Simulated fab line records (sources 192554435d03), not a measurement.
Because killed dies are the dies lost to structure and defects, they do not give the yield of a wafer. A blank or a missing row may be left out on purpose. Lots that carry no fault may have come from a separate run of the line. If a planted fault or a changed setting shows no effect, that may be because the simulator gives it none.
A struck lot beside a sound one :: flow n5Finfet :: 15 out of 1938 route steps
Sound: these wafers, L400.1, L400.2, L400.3. Struck: wafer L418.3 (left out: L418.2, L418.4 of the same lot, which were not struck); the cause appears at the end.
Order at every step that has rows: each side's tool, ch and its chambers, its first start. Under that, the readings that differ: sound wafers :: struck wafers :: difference of the means :: sigmas: that difference in standard deviations of wafers without a fault.
alike: same words and numbers on both sides, and readings whose means sit less than 2 such deviations apart. not compared: any withheld reading, any reading some wafer has no value for, any bound like >300 that may hide the same value, and any number with overlapping values for which the record gives no deviation.
Wherever a step has rows on one side only, a row that says differs or no value, or a row with sigmas, the two part there. Non-overlapping numbers with no deviation appear without sigmas and do not part them. A reading missing from all wafers of one side parts the sides only when that side holds two or more wafers.

first, 6 steps without rows for these wafers: N5_BEOL_M1_COAT_05 (resist thk 30 nm); N5_BEOL_M1_EBR_07; N5_BEOL_M1_SOFTBAKE_06 (time 60 s); N5_BEOL_M1_EXPOSE_08 (exposes mask M1); N5_BEOL_M1_PEB_09 (peb time 60 s); N5_BEOL_M1_DEVELOP_10 (develop time 30 s).
N5_BEOL_M1_CD_MEAS_11: target cd 17.05 nm.
  sound on cdSem-01 ch 0, day 7 02:28; struck on cdSem-01 ch 0, day 11 09:29
  alike: cdNm
N5_BEOL_M1_OVL_MEAS_12:
  sound on overlay-01 ch 0, day 7 02:29; struck on overlay-01 ch 0, day 11 09:31
  alike: M1_OVL
N5_BEOL_M1_INSPECT_13: inspects for defects (brightfield).
  sound: defectInspect-02 at day 7 02:33; struck: defectInspect-01 at day 11 09:34
  alike: rawDefectCount
N5_BEOL_M1_DESCUM_16: chemistry O2, time 7 s.
  sound on rieDiel-02 ch 0,1,2, day 7 02:38; struck on rieDiel-06 ch 0, day 11 09:51
reading: drypumpMotorCurrentA (A)
sound: 6.0 5.4 5.5
struck: 4.9
difference: -0.7
sigmas: -2

reading: o2FlowSccm (sccm)
sound: 225.2 225.8 225.1
struck: 224.0
difference: -1.4
sigmas: -2

reading: oesProductAu (a.u.)
sound: 0.71 0.70 0.71
struck: 0.86
difference: +0.15
sigmas: +2

reading: rfHoursCounterH (h)
sound: 173 243 221
struck: 42
difference: -170
sigmas: 
  alike: rfVppV, showerheadPlenumPTorr, throttleValvePct
N5_BEOL_M1_ETCH_74: etches underlayer in N2/H2, target depth 6.5 nm, time 5.2 s.
  sound on rieDiel-02 ch 0,1,2, day 7 02:40; struck on rieDiel-06 ch 0, day 11 09:53
reading: drypumpMotorCurrentA (A)
sound: 6.0 5.4 5.5
struck: 4.9
difference: -0.7
sigmas: -2

reading: rfHoursCounterH (h)
sound: 173 243 221
struck: 42
difference: -170
sigmas: 
  alike: etchRfOnTimeS, h2FlowSccm, n2FlowSccm, oesProductAu, rfVppV, showerheadPlenumPTorr, throttleValvePct
N5_BEOL_M1_ETCH_63: etches SiARC in CF4, target depth 15.6 nm, time 26 s.
  sound on rieDiel-02 ch 0,1,2, day 7 02:41; struck on rieDiel-06 ch 0, day 11 09:54
reading: drypumpMotorCurrentA (A)
sound: 6.0 5.4 5.5
struck: 4.9
difference: -0.7
sigmas: -2

reading: rfHoursCounterH (h)
sound: 173 243 221
struck: 42
difference: -170
sigmas: 
  alike: etchRfOnTimeS, oesProductAu, rfVppV, showerheadPlenumPTorr, throttleValvePct
N5_BEOL_M1_ETCH_64: etches SOC in N2/H2, target depth 75 nm, overetch 15 nm, time 112.5 s.
  sound on rieDiel-02 ch 0,1,2, day 7 02:43; struck on rieDiel-06 ch 0, day 11 09:56
reading: drypumpMotorCurrentA (A)
sound: 6.1 5.4 5.5
struck: 4.9
difference: -0.8
sigmas: -2

reading: oesProductAu (a.u.)
sound: 0.57 0.56 0.57
struck: 0.71
difference: +0.14
sigmas: +3

reading: rfHoursCounterH (h)
sound: 173 243 221
struck: 42
difference: -170
sigmas: 

reading: model.SiARC_of_BEOL_M1_COAT_62.thkNm (nm)
sound: 7 7 6.8
struck: 7.2
difference: +0.3
sigmas: 
  alike: h2FlowSccm, n2FlowSccm, rfVppV, showerheadPlenumPTorr, throttleValvePct
then, 1 step without rows for these wafers: N5_BEOL_M1_STRIP_65 (strips in N2/H2).
-- record jumps: 4 days separate the struck wafers' starts on either side; left off in module BEOL_M1, taken up again in module BEOL_M4, whose first shown step is the route's number 1111 --
N5_BEOL_M4_RC_MEAS_101:
  sound on prober-02 ch 0, day 11 03:59; struck on prober-02 ch 0, day 15 06:41
  alike: DIBL_N, DIBL_P, IOFF_N, IOFF_P, ION_N, ION_P, SS_N, SS_P, VT_N, VT_P

## WHERE THEY PART
At N5_BEOL_M1_DESCUM_16 first; at N5_BEOL_M1_ETCH_64 last (within this record only). Later steps at which nothing parts them and some readings are alike: N5_BEOL_M4_RC_MEAS_101.

WHY: the cause the simulator had injected
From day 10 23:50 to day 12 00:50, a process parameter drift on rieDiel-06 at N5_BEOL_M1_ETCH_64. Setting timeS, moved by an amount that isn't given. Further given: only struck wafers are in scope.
